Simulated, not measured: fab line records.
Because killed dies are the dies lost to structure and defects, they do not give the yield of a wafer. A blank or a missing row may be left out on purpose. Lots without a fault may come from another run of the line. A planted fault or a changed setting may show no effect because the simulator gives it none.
Which tool is to blame? + flow n5-finfet + 8 lots with 24 wafers sampled at 5 steps, on a route of 1938 steps

== WHAT EACH GAUGE READ, for each wafer ==
N5_BEOL_M4_RC_MEAS_101. Usual: DIBL_N 36.4 mV/V, standard deviation 1.3; DIBL_P 36.5 mV/V, standard deviation 1.7; IOFF_N 0.154 nA/um, standard deviation 0.022; IOFF_P 0.202 nA/um, standard deviation 0.025; ION_N 671 uA/um, standard deviation 9.8; ION_P 460 uA/um, standard deviation 6.8; SS_N 71.6 mV/dec, standard deviation 0.54; SS_P 73.4 mV/dec, standard deviation 0.58; VT_N 250.9 mV, standard deviation 2.8; VT_P -251.4 mV, standard deviation 2.7.
| lot  | measured     | on        | DIBL_N (mV/V)  | DIBL_P (mV/V)  | IOFF_N (nA/um)    | IOFF_P (nA/um)    | ION_N (uA/um) | ION_P (uA/um) | SS_N (mV/dec)  | SS_P (mV/dec)  | VT_N (mV)         | VT_P (mV)            | flag |
|------|--------------|-----------|----------------|----------------|-------------------|-------------------|---------------|---------------|----------------|----------------|-------------------|----------------------|------|
| L910 | day 8 04:26  | prober-02 | 37.2 34.8 37.4 | 35.9 33.7 36.4 | 0.159 0.124 0.168 | 0.181 0.161 0.194 | 682 668 674   | 449 458 452   | 73.0 71.3 72.1 | 73.1 73.1 72.9 | 252.0 255.4 250.2 | -252.2 -252.7 -252.2 |      |
| L914 | day 9 02:28  | prober-02 | 36.6 36.0 35.3 | 37.2 36.3 35.5 | 0.147 0.145 0.134 | 0.204 0.201 0.183 | 679 694 665   | 463 469 460   | 72.0 71.6 71.7 | 73.4 72.9 73.3 | 249.0 250.9 251.9 | -249.7 -250.8 -252.3 |      |
| L915 | day 9 13:07  | prober-02 | 37.8 36.2 36.0 | 37.6 35.6 35.5 | 0.182 0.152 0.147 | 0.234 0.199 0.197 | 680 684 681   | 470 466 466   | 71.4 70.8 71.3 | 73.9 73.4 73.8 | 247.4 249.2 248.4 | -247.5 -249.2 -248.3 |      |
| L916 | day 10 04:04 | prober-02 | 35.0 35.8 35.1 | 35.0 36.2 34.2 | 0.147 0.169 0.147 | 0.186 0.206 0.174 | 666 679 666   | 460 465 449   | 71.6 71.2 71.5 | 73.4 73.2 73.8 | 252.3 249.0 252.8 | -252.5 -253.1 -252.6 |      |
| L918 | day 10 08:23 | prober-01 | 36.8 34.7 35.9 | 37.6 35.0 36.6 | 0.163 0.129 0.149 | 0.205 0.174 0.195 | 674 655 672   | 460 453 467   | 71.6 71.5 71.7 | 73.1 73.2 73.2 | 249.0 253.7 250.0 | -249.7 -253.0 -250.1 |      |
| L926 | day 12 04:25 | prober-01 | 34.8 35.5 36.8 | 34.5 35.5 36.3 | 0.125 0.136 0.145 | 0.172 0.194 0.209 | 655 660 659   | 449 458 458   | 71.9 71.4 71.2 | 72.9 73.9 73.0 | 256.1 254.0 250.3 | -255.7 -254.8 -253.4 |      |
| L928 | day 12 18:36 | prober-01 | 35.8 38.0 36.2 | 35.5 37.1 35.9 | 0.135 0.161 0.139 | 0.225 0.260 0.243 | 662 656 655   | 466 461 458   | 70.9 72.7 71.7 | 73.0 73.9 73.3 | 253.4 249.9 252.5 | -250.0 -247.8 -245.9 |      |
| L931 | day 13 22:59 | prober-01 | 34.7 35.0 35.2 | 34.7 35.3 36.0 | 0.130 0.134 0.145 | 0.191 0.199 0.215 | 662 679 672   | 459 466 464   | 71.6 70.6 71.2 | 72.5 72.7 72.4 | 253.3 251.0 250.8 | -251.2 -248.1 -249.1 |      |

== EACH LOT AND THE TOOL THAT RAN IT (in order: tool; ch and the chambers of the sampled wafers; start) ==
| lot  | N5_BEOL_M4_STRIP_19                | N5_BEOL_M4_ETCH_69                 | N5_BEOL_M4_ALD_98                 | N5_BEOL_M4_VIA_ETCH_34             |
|------|------------------------------------|------------------------------------|-----------------------------------|------------------------------------|
| L910 | rie-diel-06 ch 0,1, day 7 16:42    | rie-diel-06 ch 0,1,2, day 7 17:23  | ald-sin-02 ch 0,2,3, day 7 17:28  | rie-diel-02 ch 0,2, day 7 23:11    |
| L914 | rie-diel-02 ch 0,1,3, day 8 14:32  | rie-diel-05 ch 0,2,3, day 8 15:07  | ald-sin-02 ch 0,2,3, day 8 15:12  | rie-diel-06 ch 1,3, day 8 22:13    |
| L915 | rie-diel-02 ch 0,2, day 9 07:47    | rie-diel-02 ch 0,2,3, day 9 08:23  | ald-sin-02 ch 2,3, day 9 08:28    | rie-diel-05 ch 0,1,2, day 9 08:47  |
| L916 | rie-diel-05 ch 1,2,3, day 9 19:58  | rie-diel-06 ch 0,1,3, day 9 20:35  | ald-sin-02 ch 2,3, day 9 20:52    | rie-diel-06 ch 0,3, day 9 23:11    |
| L918 | rie-diel-06 ch 0,3, day 9 23:25    | rie-diel-05 ch 0,3, day 9 23:59    | ald-sin-02 ch 0,1,3, day 10 00:04 | rie-diel-05 ch 0,2,3, day 10 03:08 |
| L926 | rie-diel-05 ch 1,2, day 11 22:04   | rie-diel-02 ch 1,3, day 11 23:12   | ald-sin-02 ch 0,2,3, day 11 23:17 | rie-diel-06 ch 0,1,2, day 11 23:35 |
| L928 | rie-diel-02 ch 2,3, day 12 03:29   | rie-diel-05 ch 0,1,2, day 12 04:07 | ald-sin-03 ch 1,2,3, day 12 04:55 | rie-diel-02 ch 0,2,3, day 12 11:56 |
| L931 | rie-diel-02 ch 1,2,3, day 13 14:49 | rie-diel-06 ch 0,2,3, day 13 15:23 | ald-sin-04 ch 0,2,3, day 13 15:31 | rie-diel-05 ch 1,2,3, day 13 18:23 |
- N5_BEOL_M4_STRIP_19: strips in O2.
- N5_BEOL_M4_ETCH_69: etches SiARC in CF4, target depth 15.6 nm, time 26 s.
- N5_BEOL_M4_ALD_98: deposits SiO2, target thk 2.5 nm, pulse time 1 s, co reactant pulse time 1 s.
- N5_BEOL_M4_VIA_ETCH_34: etches the open film in C4F6/O2, target depth 69.4 nm, time 65.9 s.

== WHAT THE TOOLS THEMSELVES READ (means of the sampled wafers that have a number; where no wafer has one, the mark that the record gives instead) ==
N5_BEOL_M4_STRIP_19. Usual: drypump-motor-current-A 5.8 A, standard deviation 0.42; oes-product-au 0.78 a.u., standard deviation 0.095; rf-vpp-V 3.7 V, standard deviation 0.51; showerhead-plenum-p-Torr 2.05 Torr, standard deviation 0.066; throttle-valve-pct 16.78 %, standard deviation 0.29.
| lot  | tool        | drypump-motor-current-A (A) | oes-product-au (a.u.) | rf-vpp-V (V) | showerhead-plenum-p-Torr (Torr) | throttle-valve-pct (%) | flag |
|------|-------------|-----------------------------|-----------------------|--------------|---------------------------------|------------------------|------|
| L910 | rie-diel-06 | 5.9                         | 0.89                  | 3.6          | 2.07                            | 16.63                  |      |
| L914 | rie-diel-02 | 5.7                         | 0.71                  | 3.3          | 1.99                            | 16.90                  |      |
| L915 | rie-diel-02 | 6.1                         | 0.73                  | 3.9          | 2.12                            | 17.07                  |      |
| L916 | rie-diel-05 | 5.7                         | 0.85                  | 3.8          | 2.08                            | 16.57                  |      |
| L918 | rie-diel-06 | 5.9                         | 0.85                  | 3.6          | 2.04                            | 16.63                  |      |
| L926 | rie-diel-05 | 5.8                         | 0.87                  | 3.6          | 2.10                            | 16.56                  |      |
| L928 | rie-diel-02 | 6.1                         | 0.71                  | 3.5          | 2.11                            | 17.20                  |      |
| L931 | rie-diel-02 | 5.7                         | 0.69                  | 4.0          | 2.04                            | 17.05                  |      |

N5_BEOL_M4_ETCH_69. Usual: for bias-w, 36.01 W with a standard deviation of 0.11; for drypump-motor-current-A, 5.8 A with a standard deviation of 0.36; for etch-rf-on-time-s, 25.9 s with a standard deviation of 0.38; for oes-product-au, 0.69 a.u. with a standard deviation of 0.079; for rf-vpp-V, 183.6 V with a standard deviation of 1.1; for showerhead-plenum-p-Torr, 2.11 Torr with a standard deviation of 0.05; for throttle-valve-pct, 15.64 % with a standard deviation of 0.28.
| lot  | tool        | bias-w (W) | drypump-motor-current-A (A) | etch-rf-on-time-s (s) | oes-product-au (a.u.) | rf-vpp-V (V) | showerhead-plenum-p-Torr (Torr) | throttle-valve-pct (%) | flag |
|------|-------------|------------|-----------------------------|-----------------------|-----------------------|--------------|---------------------------------|------------------------|------|
| L910 | rie-diel-06 | 35.97      | 5.9                         | 25.8                  | 0.76                  | 183.8        | 2.12                            | 15.47                  |      |
| L914 | rie-diel-05 | 35.96      | 5.8                         | 25.6                  | 0.72                  | 182.8        | 2.13                            | 15.57                  |      |
| L915 | rie-diel-02 | 36.12      | 6.1                         | 26.5                  | 0.61                  | 183.9        | 2.10                            | 16.00                  |      |
| L916 | rie-diel-06 | 36.08      | 6.0                         | 26.3                  | 0.68                  | 183.9        | 2.10                            | 15.69                  |      |
| L918 | rie-diel-05 | 35.95      | 5.7                         | 25.7                  | 0.68                  | 183.6        | 2.09                            | 15.56                  |      |
| L926 | rie-diel-02 | 35.98      | 5.4                         | 26.1                  | 0.60                  | 182.7        | 2.04                            | 15.88                  |      |
| L928 | rie-diel-05 | 36.04      | 5.6                         | 25.5                  | 0.73                  | 184.2        | 2.11                            | 15.50                  |      |
| L931 | rie-diel-06 | 35.92      | 5.9                         | 25.9                  | 0.70                  | 183.9        | 2.08                            | 15.53                  |      |

N5_BEOL_M4_ALD_98. Usual: heater-power-w 85 W, standard deviation 6.1; precursor-pulse-height-rel 1.002, standard deviation 0.02; susceptor-temp-C 100.00 C, standard deviation 0.12.
| lot  | tool       | heater-power-w (W) | precursor-pulse-height-rel | susceptor-temp-C (C) | flag |
|------|------------|--------------------|----------------------------|----------------------|------|
| L910 | ald-sin-02 | 86                 | 0.985                      | 100.06               |      |
| L914 | ald-sin-02 | 86                 | 1.006                      | 99.98                |      |
| L915 | ald-sin-02 | 85                 | 0.993                      | 99.89                |      |
| L916 | ald-sin-02 | 88                 | 1.023                      | 99.84                |      |
| L918 | ald-sin-02 | 86                 | 1.004                      | 100.00               |      |
| L926 | ald-sin-02 | 84                 | 0.997                      | 98.44                | OFF  |
| L928 | ald-sin-03 | 83                 | 0.992                      | 99.99                |      |
| L931 | ald-sin-04 | 89                 | 1.007                      | 100.01               |      |

N5_BEOL_M4_VIA_ETCH_34. Usual: bias-w 170.0 W, standard deviation 0.59; drypump-motor-current-A 5.8 A, standard deviation 0.36; oes-product-au 0.79 a.u., standard deviation 0.096; rf-vpp-V 665 V, standard deviation 6; showerhead-plenum-p-Torr 2.78 Torr, standard deviation 0.071; throttle-valve-pct 30.84 %, standard deviation 0.27.
| lot  | tool        | bias-w (W) | drypump-motor-current-A (A) | oes-product-au (a.u.) | rf-vpp-V (V) | showerhead-plenum-p-Torr (Torr) | throttle-valve-pct (%) | flag |
|------|-------------|------------|-----------------------------|-----------------------|--------------|---------------------------------|------------------------|------|
| L910 | rie-diel-02 | 170.0      | 6.0                         | 0.74                  | 672          | 2.86                            | 31.06                  |      |
| L914 | rie-diel-06 | 169.5      | 6.1                         | 0.75                  | 669          | 2.79                            | 30.96                  |      |
| L915 | rie-diel-05 | 170.4      | 5.6                         | 0.89                  | 664          | 2.82                            | 30.69                  |      |
| L916 | rie-diel-06 | 169.4      | 5.9                         | 0.85                  | 670          | 2.76                            | 30.74                  |      |
| L918 | rie-diel-05 | 170.0      | 5.8                         | 0.82                  | 660          | 2.82                            | 30.75                  |      |
| L926 | rie-diel-06 | 169.7      | 5.9                         | 0.83                  | 668          | 2.79                            | 30.68                  |      |
| L928 | rie-diel-02 | 170.3      | 6.1                         | 0.69                  | 665          | 2.77                            | 31.16                  |      |
| L931 | rie-diel-05 | 169.8      | 5.7                         | 0.88                  | 663          | 2.82                            | 30.73                  |      |

== THE ANSWER, worked out from the rows above alone ==
Rule: lot off if the mean of its wafers having a number is beyond 3 standard deviations from the usual mean. Also off: a lot with no number at a reading for which 4 or more lots have one. The other lots that the step has rows for count as sound. First the gauges in route order, then the tools' own readings, where a lot's mean is used as printed above. At the first step where some lot is off, the reading lying furthest off is the one used; lots without a number count as furthest.
Off: L926, at N5_BEOL_M4_ALD_98 (susceptor-temp-C).
If a tool, at that step or one of the process steps before it, ran each lot that is off and ran no sound lot following the first of them, it fits. Can't be told from this: 3 tools fit, rie-diel-05 at N5_BEOL_M4_STRIP_19, rie-diel-02 at N5_BEOL_M4_ETCH_69, ald-sin-02 at N5_BEOL_M4_ALD_98.

== WHAT WAS PUT IN BY THE SIMULATOR ==
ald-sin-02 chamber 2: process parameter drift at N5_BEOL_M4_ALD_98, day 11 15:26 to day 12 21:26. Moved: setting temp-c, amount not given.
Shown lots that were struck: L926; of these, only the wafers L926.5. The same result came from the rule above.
